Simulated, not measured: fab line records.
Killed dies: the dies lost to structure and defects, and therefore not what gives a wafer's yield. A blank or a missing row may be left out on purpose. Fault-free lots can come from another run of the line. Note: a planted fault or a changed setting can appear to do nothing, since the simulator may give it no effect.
Which of the tools did it? ; flow nand_harc ; 13 lots with 39 wafers sampled at 5 steps, on a route of 1302 steps

WHAT THE GAUGES SHOWED, per wafer
NHARC_P_ZERO_WELL_CD_MEAS_37: target cd 720 nm. Usual: cd_nm at 720.4 nm, with a standard deviation of 1.4.
lot;measured;on;cd_nm (nm);flag
L409;day 2 00:09;cd_sem-02;721.1 720.8 720.9;
L410;day 2 10:10;cd_sem-03;717.3 717.4 717.3;
L412;day 3 06:05;cd_sem-02;723.3 724.3 724.0;
L413;day 3 16:13;cd_sem-02;721.0 720.6 719.1;
L414;day 4 03:02;cd_sem-01;720.2 720.9 721.5;
L415;day 4 11:59;cd_sem-02;719.3 719.5 722.2;
L416;day 4 21:58;cd_sem-03;720.0 718.2 719.3;
L418;day 5 18:08;cd_sem-02;720.7 719.7 722.0;
L420;day 6 13:58;cd_sem-03;720.0 719.7 721.4;
L421;day 7 00:05;cd_sem-02;- - -;OFF
L427;day 9 12:12;cd_sem-01;719.0 720.1 719.8;
L431;day 11 04:08;cd_sem-01;722.1 722.1 720.7;
L432;day 11 14:18;cd_sem-02;721.5 719.9 720.2;

NHARC_P_STI_OCD_MEAS_17. Usual: trench_depth_nm 301 nm, standard deviation 3.8; trench_foot_cd_nm 157.7 nm, standard deviation 1.5.
lot;measured;on;trench_depth_nm (nm);trench_foot_cd_nm (nm);flag
L409;day 3 00:04;ocd-02;302 302 300;156.8 156.1 156.2;
L410;day 3 07:28;ocd-01;297 302 304;157.5 158.0 157.6;
L412;day 4 01:31;ocd-01;302 301 308;157.0 158.6 159.9;
L413;day 4 11:10;ocd-02;299 303 298;159.1 157.8 159.8;
L414;day 4 22:06;ocd-01;307 306 305;158.9 158.4 157.6;
L415;day 5 08:38;ocd-02;301 300 305;160.7 159.6 158.8;
L416;day 5 19:02;ocd-02;300 297 303;157.1 159.1 157.6;
L418;day 6 18:50;ocd-01;307 301 301;159.9 159.8 159.0;
L420;day 7 09:26;ocd-01;301 300 301;154.9 155.4 155.4;
L427;day 10 11:11;ocd-02;301 302 299;158.9 159.9 158.6;
L431;day 11 23:08;ocd-01;306 298 304;160.7 159.8 159.9;
L432;day 12 10:05;ocd-01;298 295 296;155.3 158.5 159.4;

WHICH TOOL RAN EACH LOT (tool, then ch and the chambers of the sampled wafers, then the start)
lot;NHARC_P_ZERO_WELL_EXPOSE_34;NHARC_P_ZERO_WELL_RTA_42;NHARC_P_STI_DESCUM_14
L409;krf_scanner-04 ch 0, day 2 00:00;rtp_anneal-02 ch 0, day 2 02:49;rie_diel-11 ch 0,2,3, day 2 23:19
L410;krf_scanner-04 ch 0, day 2 10:01;rtp_anneal-01 ch 0, day 2 12:58;rie_diel-09 ch 0,2,3, day 3 06:56
L412;krf_scanner-04 ch 0, day 3 05:56;rtp_anneal-01 ch 0, day 3 08:58;rie_diel-11 ch 0,1,3, day 4 01:01
L413;krf_scanner-01 ch 0, day 3 16:04;rtp_anneal-02 ch 0, day 3 18:55;rie_diel-09 ch 0,1, day 4 10:40
L414;krf_scanner-04 ch 0, day 4 02:53;rtp_anneal-01 ch 0, day 4 06:04;rie_diel-08 ch 1,2,3, day 4 21:35
L415;krf_scanner-04 ch 0, day 4 11:50;rtp_anneal-01 ch 0, day 4 14:52;rie_diel-11 ch 1,2,3, day 5 08:07
L416;krf_scanner-04 ch 0, day 4 21:49;rtp_anneal-01 ch 0, day 5 00:51;rie_diel-09 ch 0,1,2, day 5 18:31
L418;krf_scanner-04 ch 0, day 5 17:59;rtp_anneal-01 ch 0, day 5 21:03;rie_diel-09 ch 0,1,3, day 6 18:16
L420;krf_scanner-01 ch 0, day 6 13:49;rtp_anneal-01 ch 0, day 6 16:38;rie_diel-08 ch 1,3, day 7 08:52
L421;krf_scanner-04 ch 0, day 6 23:56;rtp_anneal-02 ch 0, day 7 02:51;-
L427;krf_scanner-04 ch 0, day 9 12:03;rtp_anneal-02 ch 0, day 9 15:47;rie_diel-08 ch 0,1,2, day 10 10:41
L431;krf_scanner-03 ch 0, day 11 03:59;rtp_anneal-01 ch 0, day 11 07:01;rie_diel-09 ch 0,2,3, day 11 22:37
L432;krf_scanner-03 ch 0, day 11 14:08;rtp_anneal-02 ch 0, day 11 17:11;rie_diel-11 ch 0,1, day 12 09:34
- NHARC_P_ZERO_WELL_EXPOSE_34: exposes mask P PWELL, target cd 720 nm.
- NHARC_P_ZERO_WELL_RTA_42: time 300 s.
- NHARC_P_STI_DESCUM_14: chemistry O2, time 3 s.

AS READ BY THE TOOLS THEMSELVES (means over the sampled wafers that have a number; for cases with no such wafer, the mark the record gives instead)
NHARC_P_ZERO_WELL_EXPOSE_34. Usual: focus_offset_nm at 0.0 nm, with a standard deviation of 0.53.
lot;tool;focus_offset_nm (nm);flag
L409;krf_scanner-04;-0.6;
L410;krf_scanner-04;-0.0;
L412;krf_scanner-04;-0.6;
L413;krf_scanner-01;-0.1;
L414;krf_scanner-04;0.2;
L415;krf_scanner-04;-0.5;
L416;krf_scanner-04;0.2;
L418;krf_scanner-04;0.5;
L420;krf_scanner-01;-0.4;
L421;krf_scanner-04;0.1;
L427;krf_scanner-04;0.2;
L431;krf_scanner-03;0.2;
L432;krf_scanner-03;0.3;

NHARC_P_ZERO_WELL_RTA_42. Usual: lamp_power_pct 37.0 %, standard deviation 0.55; lamp_zone_6_pct 37.0 %, standard deviation 0.55; wafer_temp_C_max 1106.4, standard deviation 2.2.
lot;tool;lamp_power_pct (%);lamp_zone_6_pct (%);wafer_temp_C_max;flag
L409;rtp_anneal-02;36.5;36.4;1104.6;
L410;rtp_anneal-01;37.6;37.4;1108.6;
L412;rtp_anneal-01;37.6;37.5;1109.1;
L413;rtp_anneal-02;36.4;36.4;1103.3;
L414;rtp_anneal-01;37.5;37.5;1108.3;
L415;rtp_anneal-01;37.5;37.5;1108.8;
L416;rtp_anneal-01;37.6;37.5;1107.8;
L418;rtp_anneal-01;37.5;37.5;1108.7;
L420;rtp_anneal-01;37.5;37.5;1107.0;
L421;rtp_anneal-02;36.4;36.4;1103.7;
L427;rtp_anneal-02;36.4;36.4;1105.1;
L431;rtp_anneal-01;37.6;37.5;1108.8;
L432;rtp_anneal-02;36.5;36.4;1104.5;

NHARC_P_STI_DESCUM_14. Usual: value, then standard deviation, for each; chamber_pressure_mTorr 60.00 mTorr / 0.061; drypump_motor_current_A 5.8 A / 0.4; mfc_ar_sccm 0.006 sccm / 0.009; oes_product_au 0.998 a.u. / 0.0086; rf_vpp_V 57.6 V / 0.8; showerhead_plenum_p_Torr 1.89 Torr / 0.064; throttle_valve_pct 11.311 % / 0.0089.
lot;tool;chamber_pressure_mTorr (mTorr);drypump_motor_current_A (A);mfc_ar_sccm (sccm);oes_product_au (a.u.);rf_vpp_V (V);showerhead_plenum_p_Torr (Torr);throttle_valve_pct (%);flag
L409;rie_diel-11;60.01;6.0;0.014;0.998;57.4;1.93;11.310;
L410;rie_diel-09;60.01;6.0;0.008;0.994;57.0;1.87;11.310;
L412;rie_diel-11;60.01;5.9;0.014;0.993;57.7;1.95;11.315;
L413;rie_diel-09;59.97;6.2;0.000;0.994;57.7;1.94;11.315;
L414;rie_diel-08;60.01;5.8;0.005;0.990;57.8;1.86;11.311;
L415;rie_diel-11;59.98;5.7;0.006;0.994;58.0;1.93;11.309;
L416;rie_diel-09;60.00;5.8;0.008;0.994;57.5;1.90;11.311;
L418;rie_diel-09;59.95;6.2;0.000;0.994;58.1;1.88;11.316;
L420;rie_diel-08;60.05;5.6;0.000;0.996;57.2;1.85;11.314;
L427;rie_diel-08;59.98;5.6;0.005;1.008;57.8;1.88;11.317;
L431;rie_diel-09;60.01;6.0;0.008;1.005;57.3;1.87;11.316;
L432;rie_diel-11;60.01;6.1;0.016;1.009;57.1;1.93;11.309;

THE ANSWER, worked out from the rows above alone
Rule: a lot counts as off when the mean over its wafers that have a number is more than 3 standard deviations away from the usual mean. Also off: a lot with no number at a reading for which 4 or more lots have one. The other lots that the step has rows for count as sound. The gauges are gone through in route order, then the tools' own readings, and for those a lot's mean is taken as printed above. At the first step where some lot is off, the reading lying furthest off is the one used; lots without a number count as furthest.
Off: L421 (NHARC_P_ZERO_WELL_CD_MEAS_37, cd_nm). Without a number there: L421.
If a tool, at a process step before that reading, ran all the lots that are off and no sound lot after the first of them, it fits. Gauges at NHARC_P_ZERO_WELL_CD_MEAS_37: tried the same way as those tools. None of those tried fits.

WHAT HAD BEEN PUT IN BY THE SIMULATOR
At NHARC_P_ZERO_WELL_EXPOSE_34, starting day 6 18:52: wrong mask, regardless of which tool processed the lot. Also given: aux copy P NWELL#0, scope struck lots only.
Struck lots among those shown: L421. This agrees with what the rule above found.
